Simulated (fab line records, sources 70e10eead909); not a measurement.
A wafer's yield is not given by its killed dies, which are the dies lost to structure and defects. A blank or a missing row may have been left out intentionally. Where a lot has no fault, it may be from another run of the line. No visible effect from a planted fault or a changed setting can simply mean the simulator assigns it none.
fab line records -- flow nand_harc -- part 2 of 2: steps 34 to 44 of 44
record: lots: 5, wafers: 15, last_day: 24
route steps=1159 shown A_ZERO_WELL@390 A_SOURCE_PLATE@413 A_ONON_D1@424
lots untouched by any fault: they come from a run of this same line in which no faults occurred
start_h: start of the lot's first displayed wafer, in hours after the record's first day -- wait_h: how many hours have passed since the lot's step before this one -- " identical to the entry in the row above -- L1.1+2: several wafers, shown together as one row -- - either no value or no given start -- * or withheld: withheld -- < > ~ a bound
route shown NAME@n: NAME is a module with steps in the file, n the number in the route of the first one -- usual: average and standard deviation across the fault-free wafers -- same: alike in all rows -- chamber/n: place in a boat -- sites: readings site by site -- _std_site: how widely they spread, as a standard deviation -- _edge_site: inner sites' mean taken away from outer sites' mean -- radius_mm: how far each site lies from the wafer's centre -- mask NAME#n: copy n -- behind: the most recent tool/chamber to have shaped the wafer -- hold: the reason the lot was held/the length of the hold in hours/how it ended -- device: transistor that didn't switch, given as n, p or np -- end of line: the tests these same wafers got at the end of their route -- a step given without rows: its recipe and nothing more -- killed: dies that structure and defects cost at the first sort, which is not the same as the wafer's yield -- map: shows each die of a wafer: x if killed, . if not, _ if none is there
set.NAME: the setting as run; set.NAME@STEP: as run at that earlier step -- model.NAME: the simulator's own value behind a step, which no gauge read
lots at selected steps of the route; one table per step, one row per wafer
services: a tool's chamber out of use, with start hour (start_h, from the record's first day; less than 0 if before it), hours out, and reason
== steps ==
step: NHARC_A_ONON_D1_DEP_03
recipe: target_thk_a: 10000, n2_flow_sccm: 2750, n2o_flow_sccm: 2000, nh3_flow_sccm: 500, sih4_flow_sccm: 210, temp_c: 400
usual: n2_flow_sccm: 2751/7.5
lot.wafer,tool,chamber,start_h,wait_h,n2_flow_sccm
L076.3,pecvd_onon-02,0,164.07,0.2,2749
L076.4,pecvd_onon-02,0,164.07,0.2,2761
L076.5,pecvd_onon-02,0,164.07,0.2,2746
L081.3,pecvd_onon-03,0,202.59,0.2,2747
L081.4,pecvd_onon-03,0,202.59,0.2,2744
L081.5,pecvd_onon-03,0,202.59,0.2,2738
L092.1,pecvd_onon-03,0,263.58,0.1,2765
L092.2,pecvd_onon-03,0,263.58,0.1,2753
L092.3,pecvd_onon-03,0,263.58,0.1,2768
L091.2,pecvd_onon-01,0,263.64,0.1,2750
L091.5,pecvd_onon-01,0,263.64,0.1,2758
L091.6,pecvd_onon-01,0,263.64,0.1,2746
L095.2,pecvd_onon-01,0,282.80,0.1,2756
L095.3,pecvd_onon-01,0,282.80,0.1,2744
L095.5,pecvd_onon-01,0,282.80,0.1,2761
step: NHARC_A_ONON_D1_THK_MEAS_05
recipe: thk_meas_gauge: ellipsometry
usual: thk_nm: 1000/9.8
lot.wafer,tool,chamber,start_h,wait_h,thk_nm
L076.3,film_metro-02,-,164.47,-,987
L076.4,film_metro-02,-,164.47,-,985
L076.5,film_metro-02,-,164.47,-,984
L081.3,film_metro-02,-,202.99,-,1008
L081.4,film_metro-02,-,202.99,-,1007
L081.5,film_metro-02,-,202.99,-,1008
L092.1,film_metro-01,-,264.09,-,1002
L092.2,film_metro-01,-,264.09,-,1005
L092.3,film_metro-01,-,264.09,-,1004
L091.2,film_metro-02,-,264.09,-,1005
L091.5,film_metro-02,-,264.09,-,1005
L091.6,film_metro-02,-,264.09,-,1003
L095.2,film_metro-02,-,283.24,-,1010
L095.3,film_metro-02,-,283.24,-,1012
L095.5,film_metro-02,-,283.24,-,1011
step: NHARC_A_ONON_D1_DEP_06
recipe: target_thk_a: 10000, n2_flow_sccm: 2750, n2o_flow_sccm: 2000, nh3_flow_sccm: 500, sih4_flow_sccm: 210, temp_c: 400
usual: n2_flow_sccm: 2749/8
lot.wafer,tool,chamber,start_h,wait_h,n2_flow_sccm
L076.3,pecvd_onon-02,0,164.64,0.2,2740
L076.4,pecvd_onon-02,0,164.64,0.2,2745
L076.5,pecvd_onon-02,0,164.64,0.2,2747
L081.3,pecvd_onon-03,0,203.16,0.2,2727
L081.4,pecvd_onon-03,0,203.16,0.2,2752
L081.5,pecvd_onon-03,0,203.16,0.2,2745
L092.1,pecvd_onon-02,0,264.14,0.1,2749
L092.2,pecvd_onon-02,0,264.14,0.1,2753
L092.3,pecvd_onon-02,0,264.14,0.1,2763
L091.2,pecvd_onon-03,0,264.21,0.1,2754
L091.5,pecvd_onon-03,0,264.21,0.1,2743
L091.6,pecvd_onon-03,0,264.21,0.1,2742
L095.2,pecvd_onon-03,0,283.36,0.1,2746
L095.3,pecvd_onon-03,0,283.36,0.1,2732
L095.5,pecvd_onon-03,0,283.36,0.1,2738
step: NHARC_A_ONON_D1_THK_MEAS_08
recipe: thk_meas_gauge: ellipsometry
usual: thk_nm: 997/10
lot.wafer,tool,chamber,start_h,wait_h,thk_nm
L076.3,film_metro-02,-,165.03,-,1005
L076.4,film_metro-02,-,165.03,-,1006
L076.5,film_metro-02,-,165.03,-,1006
L081.3,film_metro-01,-,203.55,-,994
L081.4,film_metro-01,-,203.55,-,993
L081.5,film_metro-01,-,203.55,-,994
L091.2,film_metro-01,-,264.66,-,999
L091.5,film_metro-01,-,264.66,-,999
L091.6,film_metro-01,-,264.66,-,998
L092.1,film_metro-02,-,264.68,-,1000
L092.2,film_metro-02,-,264.68,-,999
L092.3,film_metro-02,-,264.68,-,1000
L095.2,film_metro-02,-,283.82,-,975
L095.3,film_metro-02,-,283.82,-,976
L095.5,film_metro-02,-,283.82,-,975
step: NHARC_A_ONON_D1_DEP_09
recipe: target_thk_a: 10000, n2_flow_sccm: 2750, n2o_flow_sccm: 2000, nh3_flow_sccm: 500, sih4_flow_sccm: 210, temp_c: 400
usual: n2_flow_sccm: 2748/6.7
lot.wafer,tool,chamber,start_h,wait_h,n2_flow_sccm
L076.3,pecvd_onon-02,0,165.20,0.2,2742
L076.4,pecvd_onon-02,0,165.20,0.2,2754
L076.5,pecvd_onon-02,0,165.20,0.2,2745
L081.3,pecvd_onon-03,0,203.73,0.2,2752
L081.4,pecvd_onon-03,0,203.73,0.2,2752
L081.5,pecvd_onon-03,0,203.73,0.2,2752
L091.2,pecvd_onon-02,0,264.77,0.1,2734
L091.5,pecvd_onon-02,0,264.77,0.1,2751
L091.6,pecvd_onon-02,0,264.77,0.1,2741
L092.1,pecvd_onon-01,0,265.06,0.4,2738
L092.2,pecvd_onon-01,0,265.06,0.4,2749
L092.3,pecvd_onon-01,0,265.06,0.4,2747
L095.2,pecvd_onon-02,0,283.93,0.1,2752
L095.3,pecvd_onon-02,0,283.93,0.1,2752
L095.5,pecvd_onon-02,0,283.93,0.1,2754
step: NHARC_A_ONON_D1_THK_MEAS_11
recipe: thk_meas_gauge: ellipsometry
usual: thk_nm: 1005/12
lot.wafer,tool,chamber,start_h,wait_h,thk_nm
L076.3,film_metro-02,-,165.60,-,1001
L076.4,film_metro-02,-,165.60,-,1002
L076.5,film_metro-02,-,165.60,-,1000
L081.3,film_metro-01,-,204.12,-,1015
L081.4,film_metro-01,-,204.12,-,1013
L081.5,film_metro-01,-,204.12,-,1015
L091.2,film_metro-02,-,265.22,-,1010
L091.5,film_metro-02,-,265.22,-,1009
L091.6,film_metro-02,-,265.22,-,1010
L092.1,film_metro-02,-,265.57,-,1008
L092.2,film_metro-02,-,265.57,-,1010
L092.3,film_metro-02,-,265.57,-,1011
L095.2,film_metro-02,-,284.38,-,989
L095.3,film_metro-02,-,284.38,-,989
L095.5,film_metro-02,-,284.38,-,989
step: NHARC_A_ONON_D1_DEP_12
recipe: target_thk_a: 10000, n2_flow_sccm: 2750, n2o_flow_sccm: 2000, nh3_flow_sccm: 500, sih4_flow_sccm: 210, temp_c: 400
usual: n2_flow_sccm: 2749/7.4
lot.wafer,tool,chamber,start_h,wait_h,n2_flow_sccm
L076.3,pecvd_onon-02,0,165.77,0.2,2749
L076.4,pecvd_onon-02,0,165.77,0.2,2736
L076.5,pecvd_onon-02,0,165.77,0.2,2735
L081.3,pecvd_onon-03,0,204.30,0.2,2740
L081.4,pecvd_onon-03,0,204.30,0.2,2754
L081.5,pecvd_onon-03,0,204.30,0.2,2739
L091.2,pecvd_onon-01,0,265.47,0.2,2751
L091.5,pecvd_onon-01,0,265.47,0.2,2749
L091.6,pecvd_onon-01,0,265.47,0.2,2753
L092.1,pecvd_onon-02,0,265.63,0.1,2760
L092.2,pecvd_onon-02,0,265.63,0.1,2752
L092.3,pecvd_onon-02,0,265.63,0.1,2754
L095.2,pecvd_onon-02,0,284.50,0.1,2749
L095.3,pecvd_onon-02,0,284.50,0.1,2739
L095.5,pecvd_onon-02,0,284.50,0.1,2744
step: NHARC_A_ONON_D1_THK_MEAS_14
recipe: thk_meas_gauge: ellipsometry
usual: thk_nm: 1000/9
lot.wafer,tool,chamber,start_h,wait_h,thk_nm
L076.3,film_metro-02,-,166.19,-,1003
L076.4,film_metro-02,-,166.19,-,1004
L076.5,film_metro-02,-,166.19,-,1003
L081.3,film_metro-02,-,204.70,-,1003
L081.4,film_metro-02,-,204.70,-,1002
L081.5,film_metro-02,-,204.70,-,1001
L091.2,film_metro-02,-,265.92,-,997
L091.5,film_metro-02,-,265.92,-,998
L091.6,film_metro-02,-,265.92,-,998
L092.1,film_metro-01,-,266.14,-,989
L092.2,film_metro-01,-,266.14,-,991
L092.3,film_metro-01,-,266.14,-,988
L095.2,film_metro-02,-,284.95,-,995
L095.3,film_metro-02,-,284.95,-,993
L095.5,film_metro-02,-,284.95,-,995
step: NHARC_A_ONON_D1_ANNEAL_15
recipe: temp_c: 750, time_s: 3600
lot.wafer,tool,chamber,start_h,wait_h
L076.3+4+5,furnace-02,0,168.90,2.7
L081.3+4+5,furnace-02,0,209.59,4.9
L091.2+5+6,furnace-02,0,269.41,3.5
L092.1+2+3,furnace-02,0,269.41,3.3
L095.2+3+5,furnace-03,0,288.58,3.6
step: NHARC_A_ONON_D1_DEP_16
recipe: target_thk_a: 10000, n2_flow_sccm: 2750, n2o_flow_sccm: 2000, nh3_flow_sccm: 500, sih4_flow_sccm: 210, temp_c: 400
usual: n2_flow_sccm: 2750/9.5
lot.wafer,tool,chamber,start_h,wait_h,n2_flow_sccm
L076.3,pecvd_onon-02,0,172.97,0.2,2756
L076.4,pecvd_onon-02,0,172.97,0.2,2743
L076.5,pecvd_onon-02,0,172.97,0.2,2736
L081.3,pecvd_onon-02,0,213.61,0.2,2763
L081.4,pecvd_onon-02,0,213.61,0.2,2757
L081.5,pecvd_onon-02,0,213.61,0.2,2774
L092.1,pecvd_onon-01,0,273.26,0.1,2736
L092.2,pecvd_onon-01,0,273.26,0.1,2748
L092.3,pecvd_onon-01,0,273.26,0.1,2757
L091.2,pecvd_onon-03,0,273.32,0.1,2735
L091.5,pecvd_onon-03,0,273.32,0.1,2744
L091.6,pecvd_onon-03,0,273.32,0.1,2738
L095.2,pecvd_onon-03,0,292.55,0.1,2747
L095.3,pecvd_onon-03,0,292.55,0.1,2755
L095.5,pecvd_onon-03,0,292.55,0.1,2745
step: NHARC_A_ONON_D1_THK_MEAS_18
recipe: thk_meas_gauge: ellipsometry
usual: thk_nm: 999/9.2
lot.wafer,tool,chamber,start_h,wait_h,thk_nm
L076.3,film_metro-01,-,173.37,-,996
L076.4,film_metro-01,-,173.37,-,996
L076.5,film_metro-01,-,173.37,-,996
L081.3,film_metro-02,-,214.01,-,979
L081.4,film_metro-02,-,214.01,-,976
L081.5,film_metro-02,-,214.01,-,978
L092.1,film_metro-02,-,273.77,-,978
L092.2,film_metro-02,-,273.77,-,980
L092.3,film_metro-02,-,273.77,-,977
L091.2,film_metro-01,-,273.77,-,999
L091.5,film_metro-01,-,273.77,-,999
L091.6,film_metro-01,-,273.77,-,1002
L095.2,film_metro-02,-,293.00,-,990
L095.3,film_metro-02,-,293.00,-,992
L095.5,film_metro-02,-,293.00,-,993
== services ==
tool,chamber,start_h,hours,kind
krf_scanner-04,-,126.00,4.0,pm
rie_diel-09,0,126.20,2.3,repair
wet_bench-06,-,129.60,8.0,pm
furnace-02,-,139.01,7.9,repair
wet_bench-03,-,146.40,8.0,pm
pecvd_onon-03,-,153.00,13.0,pm
wet_bench-02,-,180.00,8.0,pm
litho_track-07,-,189.00,7.0,pm
pecvd_onon-01,-,195.00,13.0,pm
pvd_sputter-03,-,195.69,6.6,repair
wet_bench-05,-,196.82,8.0,pm
pecvd_onon-01,-,211.17,6.2,repair
litho_track-03,-,213.00,7.0,pm
wet_bench-01,-,213.62,8.0,pm
wet_bench-02,-,219.87,0.9,repair
rie_diel-04,-,220.34,0.2,repair
litho_track-05,-,237.00,7.0,pm
pecvd_onon-02,-,237.84,1.5,repair
rie_diel-09,-,254.10,9.0,pm
implanter-02,-,268.08,4.8,repair
rie_diel-09,-,282.55,0.6,repair
rie_diel-04,-,288.90,9.0,pm
wet_bench-03,-,291.12,4.3,repair
pecvd_onon-02,-,292.27,13.0,pm
